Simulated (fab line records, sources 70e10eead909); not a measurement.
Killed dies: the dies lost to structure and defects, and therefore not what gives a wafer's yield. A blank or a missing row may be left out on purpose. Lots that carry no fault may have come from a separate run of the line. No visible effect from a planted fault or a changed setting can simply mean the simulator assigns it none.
What tool caused it? | flow nandHarc | 13 lots, 39 wafers sampled, at 5 steps of a route of 1159

## WHAT THE GAUGES SHOWED, per wafer
NHARC_A_BONDPAD_THK_MEAS_20: measures by xrf.
lot  | measured     | on           | thkNm (nm)
L224 | day 18 11:47 | filmMetro-01 | 170.5 170.2 169.5
L226 | day 18 09:34 | filmMetro-01 | 167.8 169.9 168.2
L228 | day 18 16:52 | filmMetro-01 | 168.1 168.4 170.5
L227 | day 18 16:33 | filmMetro-01 | 172.0 169.6 170.2
L229 | day 19 09:20 | filmMetro-02 | 170.9 170.6 169.6
L231 | day 19 09:57 | filmMetro-01 | 172.3 170.0 171.4
L230 | day 19 06:22 | filmMetro-02 | 170.1 171.4 168.9
L233 | day 20 06:06 | filmMetro-01 | 170.7 168.9 171.3
L232 | day 20 05:52 | filmMetro-01 | 169.3 171.5 167.6
L234 | day 20 08:01 | filmMetro-01 | 171.7 168.1 168.4
L243 | day 22 19:48 | filmMetro-01 | 169.2 168.9 171.3

NHARC_END_SORT_01.
lot  | measured     | on        | defectLimitedYield (%) | killedAtArray | killedAtOther | killedAtPeriphery | killedDies  | killedOpen | killedShort | sort_bin_2_pct (%) | sort_bin_3_pct (%) | sort_bin_4_pct (%) | sortNPass | sortRimYieldPct (%) | sortYieldPct (%)
L242 | day 23 07:17 | prober-01 | 0 0 0                  | 25 27 41      | 0 1 1         | 652 649 635       | 677 677 677 | 4 1 2      | 1 2 5       | 97.2 96.9 94.4     | 0.30 0.15 0.30     | 2.5 3.0 5.3        | 0 0 0     | 0 0 0               | 0 0 0
L241 | day 23 19:41 | prober-02 | 0 0 0                  | 11 12 13      | 1 1 1         | 665 664 663       | 677 677 677 | 3 4 3      | 1 5 1       | 98.1 98.2 98.4     | 0.15 0.15 0        | 1.8 1.6 1.6        | 0 0 0     | 0 0 0               | 0 0 0

## WHAT TOOL EACH LOT RAN ON (gives the tool, then ch and the chambers of the sampled wafers, and finally the start)
lot  | NHARC_P_M1_PVD_21           | NHARC_A_BONDPAD_DEGAS_25    | NHARC_THIN_TSV_PRE_CLEAN_54
L224 | pvdSputter-03, day 5 18:41  | pvdSputter-02, day 18 10:23 | pvdSputter-02, day 19 07:02
L226 | pvdSputter-03, day 6 04:27  | pvdSputter-02, day 18 08:09 | pvdSputter-01, day 19 04:23
L228 | pvdSputter-02, day 6 22:20  | pvdSputter-02, day 18 15:26 | pvdSputter-02, day 19 12:06
L227 | pvdSputter-03, day 6 22:20  | pvdSputter-01, day 18 15:04 | pvdSputter-01, day 19 10:24
L229 | pvdSputter-02, day 7 07:58  | pvdSputter-01, day 19 07:49 | pvdSputter-01, day 20 01:07
L231 | pvdSputter-03, day 7 13:04  | pvdSputter-02, day 19 08:26 | pvdSputter-01, day 20 07:17
L230 | pvdSputter-02, day 7 13:50  | pvdSputter-01, day 19 04:58 | pvdSputter-03, day 20 00:04
L233 | pvdSputter-03, day 8 05:59  | pvdSputter-02, day 20 04:41 | pvdSputter-02, day 21 08:07
L232 | pvdSputter-02, day 8 06:04  | pvdSputter-01, day 20 04:23 | pvdSputter-01, day 20 23:14
L234 | pvdSputter-03, day 8 11:43  | pvdSputter-02, day 20 06:36 | pvdSputter-02, day 21 09:21
L242 | pvdSputter-03, day 10 08:08 | -                           | -
L241 | pvdSputter-03, day 10 08:29 | -                           | -
L243 | pvdSputter-01, day 10 15:31 | pvdSputter-03, day 22 18:24 | pvdSputter-02, day 23 14:19
- NHARC_P_M1_PVD_21: deposits Cu, target thk 30 nm, time 20.49 s.
- NHARC_A_BONDPAD_DEGAS_25: time 60 s.
- NHARC_THIN_TSV_PRE_CLEAN_54: time 30 s.

## WHAT THE TOOLS THEMSELVES READ (means of the sampled wafers that have a number; where no wafer has one, the mark that the record gives instead)
NHARC_P_M1_PVD_21.
lot  | tool          | cathodeDcPowerW (W) | throttleValvePct (%)
L224 | pvdSputter-03 | 4999.7              | 29.3
L226 | pvdSputter-03 | 4999.4              | 29.3
L228 | pvdSputter-02 | 5000.5              | 29.6
L227 | pvdSputter-03 | 5000.0              | 30.3
L229 | pvdSputter-02 | 5000.0              | 29.7
L231 | pvdSputter-03 | 4999.1              | 29.3
L230 | pvdSputter-02 | 5000.2              | 29.1
L233 | pvdSputter-03 | 4999.9              | 29.3
L232 | pvdSputter-02 | 4999.9              | 29.5
L234 | pvdSputter-03 | 5000.4              | 30.1
L242 | pvdSputter-03 | 5000.2              | 29.3
L241 | pvdSputter-03 | 5000.3              | 29.2
L243 | pvdSputter-01 | 4999.9              | 29.4

NHARC_A_BONDPAD_DEGAS_25.
lot  | tool          | heaterPowerW (W)
L224 | pvdSputter-02 | 438
L226 | pvdSputter-02 | 423
L228 | pvdSputter-02 | 443
L227 | pvdSputter-01 | 479
L229 | pvdSputter-01 | 466
L231 | pvdSputter-02 | 428
L230 | pvdSputter-01 | 448
L233 | pvdSputter-02 | 409
L232 | pvdSputter-01 | 480
L234 | pvdSputter-02 | 417
L243 | pvdSputter-03 | 420

NHARC_THIN_TSV_PRE_CLEAN_54.
lot  | tool          | heaterPowerW (W)
L224 | pvdSputter-02 | 357
L226 | pvdSputter-01 | 406
L228 | pvdSputter-02 | 358
L227 | pvdSputter-01 | 403
L229 | pvdSputter-01 | 419
L231 | pvdSputter-01 | 418
L230 | pvdSputter-03 | 368
L233 | pvdSputter-02 | 357
L232 | pvdSputter-01 | 409
L234 | pvdSputter-02 | 379
L243 | pvdSputter-02 | 341

## THE ANSWER, worked out from the rows above alone
Rule: the lots themselves supply what counts as usual. The widest of any qualifying gaps counts: lots, ordered by their means at a reading, are off when they make up no more than a third of the lots, leave a main group of 4 or more, and stand apart from it by 3 or more times the standard deviation of that group's means. A main group whose means are all the same, to the digits that the tables above print for the reading, isn't used. Also off: a lot with no number at a reading for which 4 or more lots have one. The other lots that the step has rows for count as sound. Order of review: gauges by route order, followed by the tools' own readings, for which a lot's mean as printed above is used. The first step at which some lot is off is used, and at that step the reading that is off furthest; a lot without a number counts as furthest.
Across all readings shown, no lot is off: no conclusion can be drawn from this.

## WHAT THE SIMULATOR HAD PUT IN
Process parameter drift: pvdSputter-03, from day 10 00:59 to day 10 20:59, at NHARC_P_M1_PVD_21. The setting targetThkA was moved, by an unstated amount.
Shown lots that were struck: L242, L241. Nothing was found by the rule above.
